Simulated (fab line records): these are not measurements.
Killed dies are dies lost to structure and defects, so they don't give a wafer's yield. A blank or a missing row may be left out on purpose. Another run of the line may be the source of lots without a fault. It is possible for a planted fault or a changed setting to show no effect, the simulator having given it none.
fab line records ; flow n5Finfet
record lots=6; wafers=16; lastDay=19
route steps=1938 shown BEOL_M1@799 BEOL_M4@1111 PASSIVATION@1936
lots with no fault: from the same line, run without faults
startH: start of the lot's first displayed wafer, in hours after the record's first day ; waitH: hours from the lot's prior step to this one ; " the same as in the row above ; L1.1+2: one row covering several wafers at once ; - either no value or no given start ; * or withheld: withheld ; < > ~ a bound
route shown NAME@n: names a module that has steps shown in the file, with the first one's number in the route ; usual: the fault-free wafers' mean and standard deviation ; same: alike in all rows ; chamber/n: place in a boat ; sites: per-site readings ; _std_site: the standard deviation of these ; _edge_site: mean of outer sites minus mean of inner sites ; radiusMm: how far each site lies from the wafer's centre ; mask NAME#n: copy n ; behind: the tool/chamber that last shaped the wafer ; hold: cause of the lot's hold/its duration in hours/its outcome ; device: which transistor (n, p or np) failed to switch ; end of line: tests of these same wafers at the route's end ; for a step that has no rows: nothing shown but its recipe ; killed: at the first sort, the dies lost to defects and structure; wafer yield is something else ; map: shows each die of a wafer: x if killed, . if not, _ if none is there
set.NAME: the setting that was run; set.NAME@STEP: the one run at that earlier step ; model.NAME: the simulator's own value behind a step, which no gauge read
lots at selected steps of the route; one table per step, one row per wafer
services: when a tool's chamber went out of use (startH, in hours from the record's first day, below 0 if earlier), for how many hours, and the reason
## steps
# step N5_BEOL_M1_STRIP_36
# recipe chemistry=N2/H2; powerW=450; tempC=40; pressureMtorr=20; rfFrequencyHz=6e+07; overashFraction=0.3; biasPowerW=7; h2Frac=0.5; n2FlowSccm=200; h2FlowSccm=200
# step N5_BEOL_M1_TRENCH_ETCH_37
# recipe chemistry=C4F6/O2; targetDepthA=552.07; target=SiOC; timeS=29; ionEnergyEv=250; pressureMtorr=30; sourceW=355; biasW=185; Ar_flow_sccm=300; C4F6_flow_sccm=10; O2_flow_sccm=10
# step N5_BEOL_M1_ETCH_41
# recipe chemistry=CH3F/O2; target=SiCN; targetDepthA=319; taperDeg=2; timeS=57.8; ionEnergyEv=120; maskMaterial=TiN; pressureMtorr=30; sourceW=395; biasW=75; Ar_flow_sccm=150; CH3F_flow_sccm=30; O2_flow_sccm=20
# step N5_BEOL_M1_STRIP_97
# recipe chemistry=N2/H2; timeS=10; powerW=450; tempC=40; pressureMtorr=20; rfFrequencyHz=6e+07; biasPowerW=7; n2FlowSccm=200; h2FlowSccm=200
# step N5_BEOL_M1_OCD_MEAS_38
# usual trenchDepthNm=54.8/1
lot.wafer;tool;chamber;startH;waitH;trenchDepthNm
L316.2;ocd-02;-;159.74;-;54.4
L316.3;ocd-02;-;159.74;-;55.1
L316.4;ocd-02;-;159.74;-;55.9
L323.3;ocd-02;-;197.99;-;54.0
L323.4;ocd-02;-;197.99;-;56.0
L323.6;ocd-02;-;197.99;-;54.1
L322.3;ocd-02;-;199.24;-;54.5
L322.6;ocd-02;-;199.24;-;55.1
L327.1;ocd-02;-;216.33;-;50.7
L327.3;ocd-02;-;216.33;-;56.5
L334.3;ocd-01;-;259.11;-;53.4
L334.4;ocd-01;-;259.11;-;55.1
L334.6;ocd-01;-;259.11;-;54.0
L336.1;ocd-02;-;266.18;-;55.8
L336.2;ocd-02;-;266.18;-;54.2
L336.4;ocd-02;-;266.18;-;54.3
# step N5_BEOL_M1_HM_STRIP_39
# recipe chemistry=peroxideTinStrip; material=TiN; targetDepthA=250; tempC=50; timeS=158
# step N5_BEOL_M1_SRD_40
# recipe timeS=30; tempC=23; rinseLiquid=diw; dry=ipaMarangoni
# step N5_BEOL_M1_PRECLEAN_42
# recipe chemistry=residueRemover; timeS=60; tempC=40
# step N5_BEOL_M1_SRD_43
# recipe timeS=30; tempC=23; rinseLiquid=diw; dry=ipaMarangoni
# step N5_BEOL_M1_CD_MEAS_35
# recipe targetCdNm=18; targetCdYNm=21; polarity=opening
# usual cdNm=18.0/0.42
lot.wafer;tool;chamber;startH;waitH;cdNm
L316.2;cdSem-02;-;159.89;0.0;18.0
L316.3;cdSem-02;-;159.89;0.0;18.2
L316.4;cdSem-02;-;159.89;0.0;18.1
L323.3;cdSem-03;-;198.14;0.0;17.9
L323.4;cdSem-03;-;198.14;0.0;17.5
L323.6;cdSem-03;-;198.14;0.0;17.9
L322.3;cdSem-01;-;199.40;0.0;18.2
L322.6;cdSem-01;-;199.40;0.0;18.3
L327.1;cdSem-03;-;216.49;0.0;18.6
L327.3;cdSem-03;-;216.49;0.0;18.2
L334.3;cdSem-02;-;259.26;0.0;17.6
L334.4;cdSem-02;-;259.26;0.0;18.2
L334.6;cdSem-02;-;259.26;0.0;18.0
L336.1;cdSem-03;-;266.33;0.0;17.5
L336.2;cdSem-03;-;266.33;0.0;17.3
L336.4;cdSem-03;-;266.33;0.0;17.9
# step N5_BEOL_M1_DEGAS_44
# recipe ambient=vacuum; tempC=250; timeS=60
# step N5_BEOL_M1_PRE_CLEAN_45
# recipe gas=H2/He; timeS=30; tempC=250
# step N5_BEOL_M1_ALD_84
# recipe material=TaN; targetThkA=*; tempC=275; aldPrecursorFamily=PDMAT; aldCoReactant=NH3; pressureTorr=3; carrierFlowSccm=1500; pulseTimeS=2; purgeTimeS=3; coReactantPurgeTimeS=2; coReactantPulseTimeS=3; aldCycles=30; precursorVesselTempC=75; precursorVesselPressureTorr=26.25; precursorVesselCarrierSccm=1000
# usual aldCycles=30/0; heaterPowerW=417/31
lot.wafer;tool;chamber;startH;waitH;aldCycles;heaterPowerW;model.TaN_of_BEOL_M1_ALD_84.thkNm
L316.2;aldMetal-04;0;160.21;0.0;30;390;*
L316.3;aldMetal-04;3;160.21;0.0;30;424;*
L316.4;aldMetal-04;2;160.21;0.0;30;411;*
L323.3;aldMetal-04;1;198.32;0.0;30;353;*
L323.4;aldMetal-04;2;198.32;0.0;30;406;*
L323.6;aldMetal-04;2;198.32;0.0;30;421;*
L322.3;aldMetal-04;2;199.54;0.0;22;429;*
L322.6;aldMetal-04;3;199.54;0.0;22;418;*
L327.1;aldMetal-04;0;217.06;0.0;30;402;*
L327.3;aldMetal-04;3;217.06;0.0;22;421;*
L334.3;aldMetal-03;1;260.04;0.2;30;455;*
L334.4;aldMetal-03;3;260.04;0.2;30;375;*
L334.6;aldMetal-03;3;260.04;0.2;30;362;*
L336.1;aldMetal-03;3;267.15;0.1;30;361;*
L336.2;aldMetal-03;0;267.15;0.1;30;425;*
L336.4;aldMetal-03;1;267.15;0.1;30;447;*
# step N5_BEOL_M1_SURFACE_TREAT_85
# recipe gas=Ar; timeS=*; ionEnergyEv=*; ionCurrentMaCm2=0.5; pressureMtorr=*; arFlowSccm=30
# usual throttleValvePct=*
lot.wafer;tool;chamber;startH;waitH;throttleValvePct
L316.2;pvdSputter-02;-;160.45;0.1;*
L316.3;pvdSputter-02;-;160.45;0.1;*
L316.4;pvdSputter-02;-;160.45;0.1;*
L323.3;pvdSputter-02;-;198.58;0.2;*
L323.4;pvdSputter-02;-;198.58;0.2;*
L323.6;pvdSputter-02;-;198.58;0.2;*
L322.3;pvdSputter-03;-;199.84;0.2;*
L322.6;pvdSputter-03;-;199.84;0.2;*
L327.1;pvdSputter-01;-;217.35;0.2;*
L327.3;pvdSputter-01;-;217.35;0.2;*
L334.3;pvdSputter-02;-;261.20;1.1;*
L334.4;pvdSputter-02;-;261.20;1.1;*
L334.6;pvdSputter-02;-;261.20;1.1;*
L336.1;pvdSputter-02;-;267.39;0.1;*
L336.2;pvdSputter-02;-;267.39;0.1;*
L336.4;pvdSputter-02;-;267.39;0.1;*
# step N5_BEOL_M1_CVD_47
# recipe material=Co; targetThkA=30; tempC=withheld; precursor=CCTBA/H2; pressureTorr=30; timeS=223.8
# step N5_BEOL_M1_SPUTTER_48
# recipe material=Cu; targetThkA=45; tempC=-20; chamberPressurePa=0.07; powerW=withheld; timeS=8.29
# step N5_BEOL_M1_ANNEAL_49
# recipe tempC=400; timeS=240; ambient=vacuum
# step N5_BEOL_M1_SPUTTER_79
# recipe material=Cu; targetThkA=45; tempC=-20; chamberPressurePa=0.07; powerW=withheld; timeS=8.29
# step N5_BEOL_M1_ANNEAL_80
# recipe tempC=400; timeS=240; ambient=vacuum
# usual heaterPowerW=848/82
lot.wafer;tool;chamber;startH;waitH;heaterPowerW
L316.2;pvdSputter-02;-;160.98;0.0;954
L316.3;pvdSputter-02;-;160.98;0.0;799
L316.4;pvdSputter-02;-;160.98;0.0;787
L323.3;pvdSputter-02;-;199.16;0.0;757
L323.4;pvdSputter-02;-;199.16;0.0;769
L323.6;pvdSputter-02;-;199.16;0.0;926
L322.3;pvdSputter-03;-;200.36;0.0;879
L322.6;pvdSputter-03;-;200.36;0.0;772
L327.1;pvdSputter-03;-;217.96;0.0;875
L327.3;pvdSputter-03;-;217.96;0.0;732
L334.3;pvdSputter-02;-;261.78;0.0;758
L334.4;pvdSputter-02;-;261.78;0.0;926
L334.6;pvdSputter-02;-;261.78;0.0;954
L336.1;pvdSputter-03;-;268.21;0.0;743
L336.2;pvdSputter-03;-;268.21;0.0;884
L336.4;pvdSputter-03;-;268.21;0.0;879
# step N5_BEOL_M1_SPUTTER_81
# recipe material=Cu; targetThkA=45; tempC=-20; chamberPressurePa=0.07; powerW=withheld; timeS=8.29
# step N5_BEOL_M1_ANNEAL_82
# recipe tempC=400; timeS=240; ambient=vacuum
# step N5_BEOL_M1_SPUTTER_86
# recipe material=Cu; targetThkA=45; tempC=-20; chamberPressurePa=0.07; powerW=withheld; timeS=8.29
# step N5_BEOL_M1_ANNEAL_87
# recipe tempC=400; timeS=240; ambient=vacuum
# step N5_BEOL_M1_SPUTTER_88
# recipe material=Cu; targetThkA=45; tempC=-20; chamberPressurePa=0.07; powerW=withheld; timeS=8.29
# step N5_BEOL_M1_ANNEAL_89
# recipe tempC=400; timeS=240; ambient=vacuum
# step N5_BEOL_M1_SPUTTER_90
# recipe material=Cu; targetThkA=45; tempC=-20; chamberPressurePa=0.07; powerW=withheld; timeS=8.29
# step N5_BEOL_M1_ANNEAL_91
# recipe tempC=400; timeS=240; ambient=vacuum
# step N5_BEOL_M1_SPUTTER_92
# recipe material=Cu; targetThkA=45; tempC=-20; chamberPressurePa=0.07; powerW=withheld; timeS=8.29
# usual chuckGasFlowSccm=1.26/0.052; throttleValvePct=29.9/1.3
lot.wafer;tool;chamber;startH;waitH;chuckGasFlowSccm;throttleValvePct
L316.2;pvdSputter-02;-;162.00;0.1;1.30;31.1
L316.3;pvdSputter-02;-;162.00;0.1;1.37;31.5
L316.4;pvdSputter-02;-;162.00;0.1;1.26;31.5
L323.3;pvdSputter-02;-;200.18;0.1;1.31;30.2
L323.4;pvdSputter-02;-;200.18;0.1;1.25;28.6
L323.6;pvdSputter-02;-;200.18;0.1;1.20;31.5
L322.3;pvdSputter-03;-;201.38;0.1;1.25;29.8
L322.6;pvdSputter-03;-;201.38;0.1;1.26;27.9
L327.1;pvdSputter-03;-;218.98;0.1;1.22;29.6
L327.3;pvdSputter-03;-;218.98;0.1;1.28;27.9
L334.3;pvdSputter-02;-;262.80;0.1;1.20;30.1
L334.4;pvdSputter-02;-;262.80;0.1;1.31;31.2
L334.6;pvdSputter-02;-;262.80;0.1;1.24;31.3
L336.1;pvdSputter-03;-;269.23;0.1;1.29;28.0
L336.2;pvdSputter-03;-;269.23;0.1;1.33;28.7
L336.4;pvdSputter-03;-;269.23;0.1;1.27;29.5
# step N5_BEOL_M1_ANNEAL_93
# recipe tempC=400; timeS=240; ambient=vacuum
# usual heaterPowerW=846/83
lot.wafer;tool;chamber;startH;waitH;heaterPowerW
L316.2;pvdSputter-02;-;162.08;0.0;920
L316.3;pvdSputter-02;-;162.08;0.0;797
L316.4;pvdSputter-02;-;162.08;0.0;789
L323.3;pvdSputter-02;-;200.26;0.0;761
L323.4;pvdSputter-02;-;200.26;0.0;799
L323.6;pvdSputter-02;-;200.26;0.0;908
L322.3;pvdSputter-03;-;201.46;0.0;873
L322.6;pvdSputter-03;-;201.46;0.0;765
L327.1;pvdSputter-03;-;219.06;0.0;858
L327.3;pvdSputter-03;-;219.06;0.0;766
L334.3;pvdSputter-02;-;262.88;0.0;770
L334.4;pvdSputter-02;-;262.88;0.0;944
L334.6;pvdSputter-02;-;262.88;0.0;956
L336.1;pvdSputter-03;-;269.31;0.0;767
L336.2;pvdSputter-03;-;269.31;0.0;855
L336.4;pvdSputter-03;-;269.31;0.0;844
# step N5_BEOL_M1_SPUTTER_94
# recipe material=Cu; targetThkA=45; tempC=-20; chamberPressurePa=0.07; powerW=withheld; timeS=8.29
# step N5_BEOL_M1_ANNEAL_95
# recipe tempC=400; timeS=240; ambient=vacuum
# step N5_BEOL_M1_SPUTTER_96
# recipe material=Cu; targetThkA=45; tempC=-20; chamberPressurePa=0.07; powerW=withheld; timeS=8.29
# step N5_BEOL_M1_ECD_50
# recipe material=Cu; targetThkA=3000
# step N5_BEOL_M1_ANNEAL_51
# recipe tempC=225; timeS=90; ambient=N2
# step N5_BEOL_M1_CMP_52
# recipe stopOn=SiOC; tOverpolishS=6.8; downForcePsi=1; platenRpm=50; clearingPlatenDownForcePsi=1.5; clearingPlatenRpm=50; postCmpClean=cuAlkaline; targetThkNm=40; clearingPlatenPadVelocityMS=0.99484; padVelocityMS=0.99484
# step N5_BEOL_M1_PRE_CLEAN_60
# recipe gas=NH3/H2; timeS=15; tempC=*; rfPowerW=300
# step N5_BEOL_M1_CO_CAP_55
# recipe material=Co; targetThkA=20; tempC=200; precursor=CCTBA/H2; pressureTorr=30; timeS=102.1
# usual heaterPowerW=250/35
lot.wafer;tool;chamber;startH;waitH;heaterPowerW
L316.2;cvdCo-01;2;163.32;0.0;209
L316.3;cvdCo-01;0;163.32;0.0;219
L316.4;cvdCo-01;0;163.32;0.0;217
L323.3;cvdCo-02;0;201.48;0.0;269
L323.4;cvdCo-02;2;201.48;0.0;215
L323.6;cvdCo-02;0;201.48;0.0;267
L322.3;cvdCo-02;1;202.68;0.0;281
L322.6;cvdCo-02;0;202.68;0.0;271
L327.1;cvdCo-02;2;220.46;0.0;214
L327.3;cvdCo-02;1;220.46;0.0;280
L334.3;cvdCo-01;0;264.15;0.0;216
L334.4;cvdCo-01;2;264.15;0.0;211
L334.6;cvdCo-01;0;264.15;0.0;220
L336.1;cvdCo-01;1;270.54;0.0;305
L336.2;cvdCo-01;0;270.54;0.0;222
L336.4;cvdCo-01;2;270.54;0.0;214
# step N5_BEOL_M1_PRE_CLEAN_56
# recipe gas=NH3; timeS=15; tempC=withheld; rfPowerW=300
# step N5_BEOL_M1_DEP_57
# recipe material=SiCN; targetThkA=80; tempC=withheld; precursor=3MS/NH3; pressureTorr=3; rfW=202; timeS=14
# step N5_BEOL_M1_INSPECT_59
# recipe inspectInstrument=darkfield; mode=postDep
# usual rawDefectCount=75/22
lot.wafer;tool;chamber;startH;waitH;rawDefectCount
L316.2;defectInspect-02;-;163.53;0.0;77
L316.3;defectInspect-02;-;163.53;0.0;49
L316.4;defectInspect-02;-;163.53;0.0;70
L323.3;defectInspect-02;-;201.69;0.0;46
L323.4;defectInspect-02;-;201.69;0.0;61
L323.6;defectInspect-02;-;201.69;0.0;64
L322.3;defectInspect-01;-;202.89;0.0;50
L322.6;defectInspect-01;-;202.89;0.0;91
L327.1;defectInspect-01;-;220.67;0.0;89
L327.3;defectInspect-01;-;220.67;0.0;90
L334.3;defectInspect-02;-;264.36;0.0;98
L334.4;defectInspect-02;-;264.36;0.0;62
L334.6;defectInspect-02;-;264.36;0.0;61
L336.1;defectInspect-01;-;270.75;0.0;75
L336.2;defectInspect-01;-;270.75;0.0;107
L336.4;defectInspect-01;-;270.75;0.0;105
# step N5_BEOL_M4_RC_MEAS_101
# usual CHAIN_V0=236/13; CHAIN_V0_max_site=245/14; COMB_M1=5.8e-11/1.3e-11; COMB_M1_max_site=8.2e-11/2e-11; DIBL_N=36.4/2.2; DIBL_P=36.3/2.5; IOFF_N=0.17/0.052; IOFF_P=0.23/0.049; ION_N=674/17; ION_P=464/11; SS_N=71.7/0.98; SS_P=73.3/0.84; VT_N=250/4; VT_P=-249/3.8
lot.wafer;tool;chamber;startH;waitH;CHAIN_V0[ohm/link];CHAIN_V0_max_site[ohm/link];COMB_M1[S/m];COMB_M1_max_site[S/m];DIBL_N[mV/V];DIBL_P[mV/V];IOFF_N[nA/um];IOFF_P[nA/um];ION_N[uA/um];ION_P[uA/um];SS_N[mV/dec];SS_P[mV/dec];VT_N[mV];VT_P[mV]
L316.2;prober-02;0;239.26;0.2;247;253;5.8e-11;8.3e-11;34.5;34.2;0.13;0.23;663;465;70.9;72.4;255;-247
L316.3;prober-02;0;239.26;0.2;230;243;4.6e-11;7.2e-11;34.0;33.9;0.13;0.22;672;474;71.0;72.7;252;-245
L316.4;prober-02;0;239.26;0.2;232;237;4.9e-11;7.7e-11;36.7;36.8;0.16;0.26;677;474;72.3;73.2;250;-245
L323.3;prober-01;0;243.03;0.3;234;245;6.9e-11;8.5e-11;37.5;38.6;0.19;0.29;689;478;72.5;74.2;248;-245
L323.4;prober-01;0;243.03;0.3;237;246;5.9e-11;8.2e-11;37.2;34.5;0.17;0.23;659;457;72.8;73.0;251;-247
L323.6;prober-01;0;243.03;0.3;244;247;7.2e-11;9.9e-11;38.3;37.0;0.21;0.28;704;478;72.7;73.3;245;-244
L322.3;prober-01;0;259.48;0.3;185;200;1.3e-10;1.89e-10;36.0;36.1;0.16;0.20;657;451;72.4;73.3;253;-253
L322.6;prober-01;0;259.48;0.3;176;182;1.81e-10;2.35e-10;37.6;39.2;0.21;0.27;695;474;73.0;74.0;246;-244
L327.1;prober-02;0;284.41;0.0;231;249;4.4e-11;6.3e-11;37.6;37.1;0.18;0.23;681;466;70.9;73.2;247;-250
L327.3;prober-02;0;284.41;0.0;188;193;1.15e-10;1.77e-10;40.9;40.0;0.26;0.29;668;453;72.9;74.3;242;-246
L334.3;prober-01;0;326.68;0.3;227;232;6.4e-11;7.8e-11;34.3;34.1;0.14;0.18;657;455;71.7;72.6;250;-248
L334.4;prober-01;0;326.68;0.3;219;232;6.2e-11;8.4e-11;36.2;37.5;0.18;0.24;682;471;70.9;72.9;243;-247
L334.6;prober-01;0;326.68;0.3;228;235;7.1e-11;8.6e-11;36.1;37.1;0.17;0.22;681;469;71.4;73.1;248;-248
L336.1;prober-01;0;348.53;0.0;250;258;6.2e-11;1.3e-10;31.1;30.3;0.11;0.15;671;467;70.5;72.2;252;-253
L336.2;prober-01;0;348.53;0.0;243;251;5.4e-11;6.6e-11;36.1;35.9;0.17;0.23;684;469;71.5;73.6;250;-248
L336.4;prober-01;0;348.53;0.0;242;250;5.9e-11;6.6e-11;36.1;34.6;0.16;0.20;636;449;72.6;73.1;255;-251
# sites CHAIN_V0 radiusMm=0,75,75,75,75,140,140,140,140
L316.2 248 252 253 247 252 239 236 233 233
L323.3 233 238 237 232 229 238 245 227 234
L322.3 196 193 185 200 191 180 170 184 175
L327.1 214 221 228 227 237 242 241 231 249
L334.3 224 221 232 228 227 226 232 224 231
L336.1 243 251 238 251 258 252 243 237 250
# sites COMB_M1 radiusMm=0,75,75,75,75,140,140,140,140
L316.2 8.3e-11 4.2e-11 6.2e-11 7.3e-11 6.7e-11 3.2e-11 4.1e-11 5.8e-11 5.2e-11
L323.3 8.2e-11 8.5e-11 5.2e-11 7.8e-11 6.9e-11 4.9e-11 6e-11 5.4e-11 8.3e-11
L322.3 1.89e-10 9.5e-11 1.32e-10 1.58e-10 1.3e-10 1.3e-10 1.32e-10 1.21e-10 1.26e-10
L327.1 4.1e-11 4.4e-11 6.3e-11 3.9e-11 4.2e-11 4.1e-11 4.6e-11 4.7e-11 5.7e-11
L334.3 4.5e-11 7.3e-11 7.8e-11 7.4e-11 7e-11 4.7e-11 4.9e-11 6.4e-11 5.9e-11
L336.1 5.9e-11 7.3e-11 5.6e-11 3.9e-11 5.9e-11 7.8e-11 7.9e-11 1.3e-10 6.2e-11
# step N5_PASSIVATION_PROBE_49
# usual defectLimitedYield=91.2/1.4; killed_at_M0_to_M3=34/9.3; killed_at_M4_up=14/5.9; killedAtContacts=14/5.7; killedAtFrontEnd=38/10; killedAtOther=4/3.2; killedDies=104/17; killedOpen=67/13; killedShort=33/6.9; sort_bin_4_leakage=0/3.6; sort_bin_5_function=5.2/1; sort_bin_6_memory=3.3/0.61; sort_bin_8_speed=0.3/1.8; sortNPass=1069/52; sortYieldPct=91/4.4
# same grossDies=1180; killedAtBackSide=0
lot.wafer;tool;chamber;startH;waitH;defectLimitedYield[%];killed_at_M0_to_M3;killed_at_M4_up;killedAtContacts;killedAtFrontEnd;killedAtOther;killedDies;killedOpen;killedShort;sort_bin_4_leakage[%];sort_bin_5_function[%];sort_bin_6_memory[%];sort_bin_8_speed[%];sortNPass;sortYieldPct[%]
L323.3;prober-01;-;350.49;1.0;90.1;43;16;19;34;5;117;71;45;0;5.4;4.2;0;1063;90
L323.4;prober-01;-;350.54;1.1;89.6;61;12;7;42;1;123;72;48;0;6.1;3.5;0;1057;90
L323.6;prober-01;-;350.64;1.2;91.4;40;14;6;33;8;101;69;29;0;4.5;3.8;0;1079;91
L322.3;prober-01;-;372.05;0.1;87.7;82;13;12;31;7;145;73;32;3;5.3;4.0;0;1035;88
L322.6;prober-01;-;372.20;0.3;89.5;67;14;5;36;2;124;42;30;4;2.8;3.5;0;1056;89
L327.3;prober-02;-;398.71;0.1;89.1;73;11;2;37;6;129;46;36;3;4.1;3.1;0.1;1051;89
L334.3;prober-01;-;428.77;0.1;91.5;40;5;21;26;8;100;67;25;0;5.5;2.7;0;1080;92
L334.4;prober-01;-;428.82;0.2;93.1;28;9;16;26;3;82;52;26;0;3.7;2.9;0;1098;93
L334.6;prober-01;-;428.92;0.3;92.7;36;5;5;37;3;86;59;26;0;4.6;2.7;0;1094;93
# killed by level:class
L323.3 BEOL_M0_SAQP:geometricParticle:open=17 MOL_CONTACT_COAG:geometricParticle:open=14 BEOL_M0_SAQP:geometricParticle:short=11 FIN_SAQP:geometricParticle:short=10 STI_FIN_REVEAL:geometricParticle:open=6 BEOL_M4:geometricParticle:open=6 MOL_CONTACT_COAG:geometricParticle:short=5 BEOL_M2:geometricParticle:open=5
L323.4 BEOL_M0_SAQP:geometricParticle:short=24 STI_FIN_REVEAL:geometricParticle:open=16 BEOL_M0_SAQP:geometricParticle:open=15 BEOL_M2:geometricParticle:open=11 FIN_SAQP:geometricParticle:short=10 FIN_SAQP:geometricParticle:open=5 BEOL_M4:geometricParticle:open=5 MOL_CONTACT_COAG:geometricParticle:open=4
L323.6 BEOL_M0_SAQP:geometricParticle:open=17 STI_FIN_REVEAL:geometricParticle:open=8 BEOL_M0_SAQP:geometricParticle:short=8 MOL_CONTACT_COAG:geometricParticle:open=6 BEOL_M2:geometricParticle:open=6 BEOL_M3:geometricParticle:open=6 BEOL_M4:geometricParticle:open=5 FIN_SAQP:geometricParticle:open=4
L322.3 M1:areaAld=36 BEOL_M0_SAQP:geometricParticle:open=14 BEOL_M3:geometricParticle:open=10 MOL_CONTACT_COAG:geometricParticle:open=8 BEOL_M0_SAQP:geometricParticle:short=7 FIN_SAQP:geometricParticle:open=6 FIN_SAQP:geometricParticle:short=6 DUMMY_GATE:geometricParticle:open=5
L322.6 M1:areaAld=46 DUMMY_GATE:geometricParticle:open=7 FIN_SAQP:geometricParticle:short=6 STI_FIN_REVEAL:geometricParticle:open=6 BEOL_M0_SAQP:geometricParticle:open=6 BEOL_M0_SAQP:geometricParticle:short=5 FIN_SAQP:geometricParticle:open=4 STARTING-WAFER:geometricParticle:short=4
L327.3 M1:areaAld=40 STI_FIN_REVEAL:geometricParticle:open=8 GATE_CUT:geometricParticle:short=8 BEOL_M1:geometricParticle:open=8 BEOL_M4:geometricParticle:open=7 BEOL_M1:geometricParticle:short=6 BEOL_M3:geometricParticle:open=6 BEOL_M0_SAQP:geometricParticle:short=5
L334.3 MOL_CONTACT_COAG:geometricParticle:open=19 BEOL_M2:geometricParticle:open=9 BEOL_M1:geometricParticle:open=8 BEOL_M3:geometricParticle:open=8 GATE_CUT:geometricParticle:short=7 DUMMY_GATE:geometricParticle:open=4 BEOL_M0_SAQP:geometricParticle:short=3 MIM_TOP:geometricParticle:open=3
L334.4 MOL_CONTACT_COAG:geometricParticle:open=12 FIN_SAQP:geometricParticle:short=7 BEOL_M0_SAQP:geometricParticle:open=7 BEOL_M4:geometricParticle:open=5 FIN_SAQP:geometricParticle:open=4 GATE_CUT:geometricParticle:short=4 BEOL_M2:geometricParticle:open=4 BEOL_M0_SAQP:geometricParticle:short=4
L334.6 STI_FIN_REVEAL:geometricParticle:open=10 GATE_CUT:geometricParticle:short=8 BEOL_M0_SAQP:geometricParticle:short=7 BEOL_M3:geometricParticle:open=6 BEOL_M0_SAQP:geometricParticle:open=6 BEOL_M1:geometricParticle:open=6 BEOL_M2:geometricParticle:open=5 FIN_SAQP:geometricParticle:open=4
# map L322.3 (x killed, . not)
_________________...x.....x..________________
______________x.............x..x_____________
___________...x.x..x....x..........__________
__________.............x..x......x.._________
________x............................x_______
_______..................x.............______
______..............x..xx..x..........x._____
_____.....x..x............x.x...xx.xx...x____
____.....x.....x.......x...........x......___
___x.x...x.........x.....................x.__
___.x..........x.......................x...__
__....x.......x....x.......x...............x_
__x.........xx.......x......................_
_..x.........x.................x.x..x....x...
_........x.......x..x...x........x.x.......x.
_...................x.........x..............
_.x.x..........x.x.............x....x........
_..................................x.x.......
_.....x..........x.x............x....x.....x.
_..........................x....x............
_..x.......x..........x..............x....x..
__...xx...........................xx.....x.._
__.......x...x.....x...........x...x........_
___.x..x.x..x.........x.............x..x..x__
___.....................................x..__
____x..............x.xx...xx.x.x..........___
_____..xx.....x.......x.x...x...x........____
______.x.x..x.x..x.........xx..........._____
_______x.....x.x..........x............______
________.x...x........x.......x.....x._______
__________............x..x.x....x..._________
___________........................__________
______________x.....x........x.._____________
_________________.x.......x..________________
# map L327.3 (x killed, . not)
_________________.........x..________________
______________.......x........x._____________
___________.x......x....x.........x__________
__________..............x....x......_________
________......................x.xx...._______
_______.x..x..x.x...x..................______
______..x.............x.........x...x..._____
_____.................................x..____
____....x........x..........x.....x.......___
___..x...........x.....xx...x....x.........__
___.xx...x..............x......x...........__
__......xx.x....x................x.....x...._
__........x...x.x.....x...........x........._
_..........x..x.........................x.x.x
_x.........................x....x..........x.
_.x.xx...x......x...............x........x...
_.........x................x...xx............
_...x.......................xx..x.....xx.....
_........................x...............x..x
_..x..................x.x.x..................
_.............x................x..........x.x
__x.................x.xx........x.......x..._
__.........x...x.....x.x...................._
___......................xx...x.......x.x.x__
___..............x..x......................__
____...................x................x.___
_____..................xx................____
______xx.........x.....x..............x._____
_______...........x......x.x.......x...______
________.....x......x........x.......x_______
__________..........x.....x...x....._________
___________....x.x..xx...x.........__________
______________.................._____________
_________________x...........________________
## services
tool;chamber;startH;hours;kind
pvdSputter-01;-;155.00;1.1;repair
pvdSputter-01;-;161.50;48.4;repair
aldMetal-03;1;165.73;9.0;repair
aldMetal-04;-;189.13;6.0;pm
cvdCo-02;-;193.08;4.3;pm
aldMetal-04;3;211.67;-;calibration
## key
firstSign step=N5_BEOL_M1_ALD_84; reading=aldCycles; direction=down; sigmas=99+; usual=*; struck=*
effect step=N5_BEOL_M4_RC_MEAS_101; reading=COMB_M1; direction=up; sigmas=6.7; usual=5.8e-11; struck=1.42e-10
effect step=N5_BEOL_M4_RC_MEAS_101; reading=CHAIN_V0; direction=down; sigmas=4.2; usual=236; struck=183
effect step=N5_BEOL_M4_RC_MEAS_101; reading=COMB_M1_max_site; direction=up; sigmas=5.9; usual=8.2e-11; struck=2e-10
effect step=N5_BEOL_M4_RC_MEAS_101; reading=CHAIN_V0_max_site; direction=down; sigmas=4; usual=245; struck=191
effect step=N5_PASSIVATION_PROBE_49; reading=killed_at_M0_to_M3; direction=up; sigmas=4.3; usual=34; struck=74
modelEffect step=N5_BEOL_M1_ALD_84; value=TaN_of_BEOL_M1_ALD_84.thkNm; without=*; struck=*
moreKillsBornAt N5_BEOL_M1_ALD_84@aldMetal-04=122
metAt N5_BEOL_M1_ALD_84
struckWafers L322.3,L322.6,L327.3
onsetBetween 198.32 199.54
fault kind=processParameterDrift; tool=aldMetal-04; chamber=-; onsetH=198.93; steps=N5_BEOL_M1_ALD_84; channel=aldCycles; offset=*; shape=step; endH=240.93; scope=struckWafersOnly; actsIn=*; stated=*
